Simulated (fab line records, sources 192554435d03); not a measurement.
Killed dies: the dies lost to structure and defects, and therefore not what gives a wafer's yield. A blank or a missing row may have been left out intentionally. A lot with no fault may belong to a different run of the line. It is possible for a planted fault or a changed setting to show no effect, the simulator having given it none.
Struck lot and sound lot, side by side ; flow n5_finfet ; 16 steps out of a route of 1938
Sound: the wafers L261.1, L261.2, L261.4. Wafers struck: L255.1, L255.3, L255.4. Last of all comes the cause.
For every step that has rows: the tool of each side, followed by ch and its chambers, followed by its first start. Under that, the readings that differ: sound wafers ; struck wafers ; difference of the means ; sigmas: that difference in standard deviations of wafers without a fault.
alike: same words and numbers on both sides, and readings whose means sit less than 2 such deviations apart. not compared: any withheld reading, any reading some wafer has no value for, any bound like >300 that may hide the same value, and any number with overlapping values for which the record gives no deviation.
A row with sigmas, a row that says differs or no value, or rows on one side alone: a step with any of these is where the two part. When numbers do not overlap yet have no deviation, they are printed without sigmas and do not part them. Lack of a reading on every wafer of one side parts them only where that side has two or more wafers.

first, 3 steps without rows for these wafers: N5_BEOL_M1_DEGAS_44 (time 60 s); N5_BEOL_M1_PRE_CLEAN_45 (time 30 s); N5_BEOL_M1_ALD_84 (deposits TaN, pulse time 2 s, purge time 3 s, co reactant purge time 2 s).
N5_BEOL_M1_SURFACE_TREAT_85:
  sound on pvd_sputter-03 at day 11 22:23; struck on pvd_sputter-02 at day 10 11:28
  alike: ar_flow_sccm
  not compared: throttle_valve_pct
then, 1 step without rows for these wafers: N5_BEOL_M1_CVD_47 (deposits Co from CCTBA/H2, target thk 3 nm, time 223.8 s).
N5_BEOL_M1_SPUTTER_48: material Cu, target thk 4.5 nm, time 8.29 s.
  sound on pvd_sputter-03 at day 11 22:47; struck on pvd_sputter-02 at day 10 11:43
  alike: chamber_pressure_pa, throttle_valve_pct
then, 1 step without rows for these wafers: N5_BEOL_M1_ANNEAL_49 (time 240 s).
N5_BEOL_M1_SPUTTER_79: material Cu, target thk 4.5 nm, time 8.29 s.
  sound on pvd_sputter-03 at day 11 23:01; struck on pvd_sputter-02 at day 10 11:56
  alike: chamber_pressure_pa, throttle_valve_pct
N5_BEOL_M1_ANNEAL_80: time 240 s.
  sound on pvd_sputter-03 at day 11 23:05; struck on pvd_sputter-02 at day 10 12:01
  alike: heater_power_w, susceptor_temp_C
then, 1 step without rows for these wafers: N5_BEOL_M1_SPUTTER_81 (material Cu, target thk 4.5 nm, time 8.29 s).
N5_BEOL_M1_ANNEAL_82: time 240 s.
  sound on pvd_sputter-03 at day 11 23:19; struck on pvd_sputter-02 at day 10 12:14
  alike: heater_power_w, susceptor_temp_C
then, 1 step without rows for these wafers: N5_BEOL_M1_SPUTTER_86 (material Cu, target thk 4.5 nm, time 8.29 s).
N5_BEOL_M1_ANNEAL_87: time 240 s.
  sound on pvd_sputter-03 at day 11 23:32; struck on pvd_sputter-02 at day 10 12:27
  no value came back on the struck wafers for heater_power_w (W), susceptor_temp_C (C); on the sound wafers heater_power_w (W) reads 801 875 940
then, 1 step without rows for these wafers: N5_BEOL_M1_SPUTTER_88 (material Cu, target thk 4.5 nm, time 8.29 s).
-- the record jumps here: 2 days lie between the struck wafers' starts before and after (it left off in module BEOL_M1 and takes up again in module BEOL_M4, whose first step shown is number 1111 of the route) --
N5_BEOL_M4_RC_MEAS_101:
  sound on prober-01 ch 0, day 13 17:44; struck on prober-01 ch 0, day 12 13:23
reading;sound;struck;difference;sigmas
IOFF_N (nA/um);0.156 0.190 0.199;0.119 0.118 0.124;-0.061;-2
ION_N (uA/um);681 700 698;664 667 668;-27;-2
ION_P (uA/um);467 480 476;459 462 459;-14;-2
VT_N (mV);248 246 245;257 252 254;+8;+3
  alike: DIBL_N, DIBL_P, IOFF_P, SS_N, SS_P, VT_P
-- here the record skips 4 days between the struck wafers' starts before and after, leaving off in module BEOL_M4 and picking up in module PASSIVATION (first step shown: number 1936 of the route) --
N5_PASSIVATION_PROBE_49:
  the record has rows for the struck wafers here (prober-01, day 16 20:09) and none for the sound ones

== WHERE THEY PART ==
Earliest at N5_BEOL_M1_ANNEAL_87; latest, in this record, at N5_PASSIVATION_PROBE_49.

WHY: whatever the simulator had introduced
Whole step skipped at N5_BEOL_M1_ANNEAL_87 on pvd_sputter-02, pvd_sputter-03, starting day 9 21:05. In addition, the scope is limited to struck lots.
